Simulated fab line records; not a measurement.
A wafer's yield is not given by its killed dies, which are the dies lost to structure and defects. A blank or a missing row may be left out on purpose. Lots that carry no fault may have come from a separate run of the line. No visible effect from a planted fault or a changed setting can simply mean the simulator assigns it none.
Which tool is to blame?	flow nand-harc	12 lots with 35 wafers sampled at 5 steps, on a route of 1159 steps

## WHAT EACH GAUGE READ, for each wafer
NHARC_A_BONDPAD_OVL_MEAS_35.
lot	measured	on	overlay-x-nm (nm)	overlay-y-nm (nm)
L999	day 18 03:25	overlay-01	7 7 7	-3 -3 -3
L100	day 18 07:13	overlay-02	-2 -2 -2	-2 -2 -2
L102	day 18 07:35	overlay-01	-12 -12 -12	-8 -8 -8
L101	day 18 10:44	overlay-02	-11 -11 -11	5 6 6
L110	day 20 18:34	overlay-01	-9	-3
L113	day 22 07:51	overlay-02	-2 -2 -2	-3 -3 -4
L116	day 22 21:11	overlay-01	2 2 2	1 1 1
L118	day 23 19:35	overlay-01	1 2 2	1 2 1
L119	day 23 07:40	overlay-01	3 2 2	-4 -4 -4
L120	day 23 10:22	overlay-02	-1 -2 -2	6 6 6
L121	day 23 11:02	overlay-01	-4 -4 -5	-6 -6 -6
L122	day 23 20:58	overlay-02	-7 -6 -6	4 3 3

NHARC_END_SORT_01.
lot	measured	on	defect-limited-yield (%)	killed-at-array	killed-at-other	killed-at-periphery	killed-dies	killed-open	killed-short	sort_bin_2_pct (%)	sort_bin_3_pct (%)	sort_bin_4_pct (%)	sort-n-pass	sort-rim-yield-pct (%)	sort-yield-pct (%)
L110	day 21 22:43	prober-01	95.6 0	27 25	0 1	3 651	30 677	3 1	3 2	2.4 96.5	0 0.15	2.1 3.4	647 0	93 0	95.6 0

## WHICH TOOL RAN EACH LOT (tool, then ch and the chambers of the sampled wafers, then the start)
lot	NHARC_P_M0_DEP_00	NHARC_A_M1_DEP_33	NHARC_A_BONDPAD_CMP_19
L999	pecvd-01 ch 0,1, day 5 19:04	pecvd-01 ch 0,1, day 18 01:32	cmp-04 ch 0,2,3, day 18 05:36
L100	pecvd-02 ch 1,2, day 6 10:55	pecvd-03 ch 0,1, day 18 05:20	cmp-01 ch 1,2,3, day 18 09:29
L102	pecvd-02 ch 1,2, day 6 13:32	pecvd-04 ch 1,2, day 18 05:46	cmp-01 ch 1,2, day 18 09:47
L101	pecvd-03 ch 0,1,2, day 6 14:04	pecvd-03 ch 1,2, day 18 08:50	cmp-02 ch 0,1,3, day 18 12:55
L110	pecvd-02 ch 0,1, day 8 06:10	pecvd-04 ch 0, day 20 16:42	cmp-04 ch 3, day 20 20:46
L113	pecvd-03 ch 0,1, day 9 20:14	pecvd-04 ch 1,2, day 22 05:55	cmp-02 ch 1,2, day 22 10:26
L116	pecvd-03 ch 0,2, day 10 05:14	pecvd-04 ch 0,1,2, day 22 19:28	cmp-01 ch 0,1,3, day 22 23:22
L118	pecvd-03 ch 1,2, day 10 11:20	pecvd-03 ch 0,2, day 23 17:49	cmp-01 ch 1,2,3, day 23 21:50
L119	pecvd-01 ch 0,2, day 10 20:52	pecvd-03 ch 0,1, day 23 05:23	cmp-02 ch 0,3, day 23 09:56
L120	pecvd-03 ch 1,2, day 11 02:55	pecvd-03 ch 0,2, day 23 08:32	cmp-04 ch 1,2, day 23 12:32
L121	pecvd-03 ch 0,1,2, day 11 03:14	pecvd-03 ch 0,2, day 23 09:07	cmp-01 ch 1,2,3, day 23 13:11
L122	pecvd-03 ch 0,1,2, day 11 07:49	pecvd-04 ch 1,2, day 23 19:13	cmp-01 ch 0,1,2, day 23 23:13
- NHARC_P_M0_DEP_00: deposits SiOC, target thk 150 nm.
- NHARC_A_M1_DEP_33: deposits SiCN, target thk 30 nm.
- NHARC_A_BONDPAD_CMP_19: polishes, t overpolish 30 s, cu recess touch 16 s, target thk 169.8 nm.

## AS READ BY THE TOOLS THEMSELVES (means over the sampled wafers that have a number; for cases with no such wafer, the mark the record gives instead)
NHARC_A_M1_DEP_33.
lot	tool	heater-power-w (W)	susceptor-temp-C (C)
L999	pecvd-01	523	369.92
L100	pecvd-03	610	369.89
L102	pecvd-04	610	370.00
L101	pecvd-03	599	370.00
L110	pecvd-04	587	369.84
L113	pecvd-04	627	370.27
L116	pecvd-04	609	370.00
L118	pecvd-03	512	370.06
L119	pecvd-03	568	369.84
L120	pecvd-03	485	369.89
L121	pecvd-03	494	369.90
L122	pecvd-04	500	370.07

NHARC_A_BONDPAD_CMP_19.
lot	tool	motor-current-A (A)	overpolish-run-s (s)	retaining-ring-pressure-frac
L999	cmp-04	12.8	30.009	0.997
L100	cmp-01	11.6	30.007	0.997
L102	cmp-01	10.6	30.004	1.001
L101	cmp-02	10.9	29.989	0.997
L110	cmp-04	13.9	29.999	1.004
L113	cmp-02	12.2	30.002	0.999
L116	cmp-01	11.8	29.990	0.998
L118	cmp-01	11.8	30.001	0.997
L119	cmp-02	10.0	30.001	1.003
L120	cmp-04	12.0	30.003	1.002
L121	cmp-01	11.7	30.003	1.003
L122	cmp-01	11.9	29.999	1.004

## THE ANSWER, worked out from the rows above alone
Rule: the lots themselves supply what counts as usual. Put in order of their means at a reading, lots are off if they are a third of the lots or fewer, leave a main group of 4 or more, and stand apart from it by a gap of 3 or more times the standard deviation of the main group's means; of several such gaps the widest counts. The tables above print the reading to a certain number of digits; a main group whose means all agree to those digits is not used. Also off: a lot with no number at a reading for which 4 or more lots have one. Where the step has rows for the other lots, those lots are counted as sound. The gauges are gone through in route order, then the tools' own readings, and for those a lot's mean is taken as printed above. At the first step where some lot is off, the reading lying furthest off is the one used; lots without a number count as furthest.
Nothing can be told from this: no lot is off at any reading shown.

## WHAT THE SIMULATOR HAD PUT IN
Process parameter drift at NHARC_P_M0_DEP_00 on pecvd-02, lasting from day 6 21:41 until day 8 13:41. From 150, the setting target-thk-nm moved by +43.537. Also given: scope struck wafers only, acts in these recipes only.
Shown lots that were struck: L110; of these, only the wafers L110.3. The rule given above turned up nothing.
